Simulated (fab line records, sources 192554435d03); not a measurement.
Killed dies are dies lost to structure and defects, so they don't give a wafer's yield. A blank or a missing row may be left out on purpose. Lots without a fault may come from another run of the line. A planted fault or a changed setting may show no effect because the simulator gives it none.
Split-lot experiment | flow n5_finfet | 7 lots, 21 wafers read, on a route of 1938 steps

THE SPLIT
At N5_BEOL_M5_ILD_DEP_00 (deposits SiCOH lowk from DEMS/porogen, target thk 140.64 nm, time 25.9 s), the setting time_s was moved away from the recipe's 25.9 s on 8 of the 21 wafers read, by -10.8% to +5.3%. The other wafers ran this setting at the recipe's value.

FROM THE SPLIT TO THE READING: what the file shows between them, 1 step
- N5_BEOL_M5_CURE_79: cures SiCOH lowk, time 240 s

THE READING
M5_ILD_THK, in nm, at N5_BEOL_M5_THK_MEAS_01. Fault-free wafers of this fab line usually give 121.1 nm, standard deviation 1.8 nm.

wafer  | tool, chamber at the split | time_s as run, s | against the recipe | M5_ILD_THK, nm | against lot-mates on the recipe
L088.3 | pecvd-01, 0                | 25.9             | recipe             | 119.6          | -
L088.5 | pecvd-01, 0                | 25.9             | recipe             | 121.8          | -
L088.6 | pecvd-01, 1                | 25.9             | recipe             | 121.2          | -
L089.2 | pecvd-01, 2,0              | 25.9             | recipe             | 123.1          | -
L089.5 | pecvd-01, 2                | 25.9             | recipe             | 123.7          | -
L089.6 | pecvd-01, 2,0              | 25.9             | recipe             | 123.0          | -
L090.4 | pecvd-03, 1                | 25.9             | recipe             | 123.3          | -
L090.5 | pecvd-03, 0                | 27.08            | +4.6%              | 127.5          | +4.2
L090.6 | pecvd-03, 2                | 27.08            | +4.6%              | 129.1          | +5.8
L091.3 | pecvd-04, 2                | 23.11            | -10.8%             | 107.3          | -14.7
L091.4 | pecvd-04, 0                | 23.11            | -10.8%             | 108.7          | -13.3
L091.5 | pecvd-04, 2                | 25.9             | recipe             | 122.0          | -
L092.2 | pecvd-01, 1                | 26.95            | +4.1%              | 125.4          | +2.7
L092.4 | pecvd-01, 2                | 26.95            | +4.1%              | 127.6          | +4.9
L092.5 | pecvd-01, 1                | 25.9             | recipe             | 122.7          | -
L093.3 | pecvd-04, 0                | 25.9             | recipe             | 118.2          | -
L093.4 | pecvd-04, 2                | 27.26            | +5.3%              | 126.9          | +8.7
L093.5 | pecvd-04, 1                | 27.26            | +5.3%              | 126.6          | +8.4
L094.1 | pecvd-01, 2                | 25.9             | recipe             | 119.7          | -
L094.5 | pecvd-01, 1                | 25.9             | recipe             | 120.8          | -
L094.6 | pecvd-01, 2                | 25.9             | recipe             | 121.9          | -
Where a row lists several chambers, the file gives one row for several wafers and doesn't say which wafer went through which chamber.

THE FIT
A straight line over all 21 wafers: M5_ILD_THK changes by +1.24 nm for each +1% of time_s; r = +0.96; the points scatter about the line by 1.5 nm.
The same after taking each lot's own level away (the mean of its wafers on the recipe; 21 wafers): +1.29 nm for each +1%; r = +0.98; scatter 1.1 nm.
On that fit, the largest move of time_s shifts the reading by 14 nm.
The lots' own levels span 118.20 to 123.30 nm, that is 2.8 times the standard deviation above.
So the lot-to-lot level changes the slope little: the two slopes agree.
Check: with one of the wafers moved furthest among these (-10.8%) left out of the fit, the line predicts -13.6 nm for it against its lot-mates. It came out at -14.7 nm against them.

OTHER SPLITS ON THESE WAFERS
These wafers also went through other splits before the reading. Each is held against what the fit with the lots' levels taken away leaves over:
other split on the same wafers | wafers away from the commonest value | r with M5_ILD_THK (lot level and that fit taken away)
N5_BEOL_M4_EXPOSE_08 dose_mj   | 6                                    | +0.01

THE WHOLE CHAIN: every reading that the file lists as answering this split, in the file's order
step                   | what it does                                                             | reading                                                                                  | change (the file's fit)              | r (the file's)
N5_BEOL_M5_ILD_DEP_00  | deposits SiCOH lowk from DEMS/porogen, target thk 140.64 nm, time 25.9 s | SiCOH_lowk_of_BEOL_M5_ILD_DEP_00.thk_nm (the simulator's own value, which no gauge read) | +1.5 nm for each +1% of the setting  | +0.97
N5_BEOL_M5_CURE_79     | cures SiCOH lowk, time 240 s                                             | SiCOH_lowk_of_BEOL_M5_ILD_DEP_00.thk_nm (the simulator's own value, which no gauge read) | +1.31 nm for each +1% of the setting | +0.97
N5_BEOL_M5_THK_MEAS_01 |                                                                          | M5_ILD_THK                                                                               | +1.3 for each +1% of the setting     | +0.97

THE FILE'S OWN FIT
M5_ILD_THK changes by +1.3 nm for each +1% of time_s, r = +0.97.
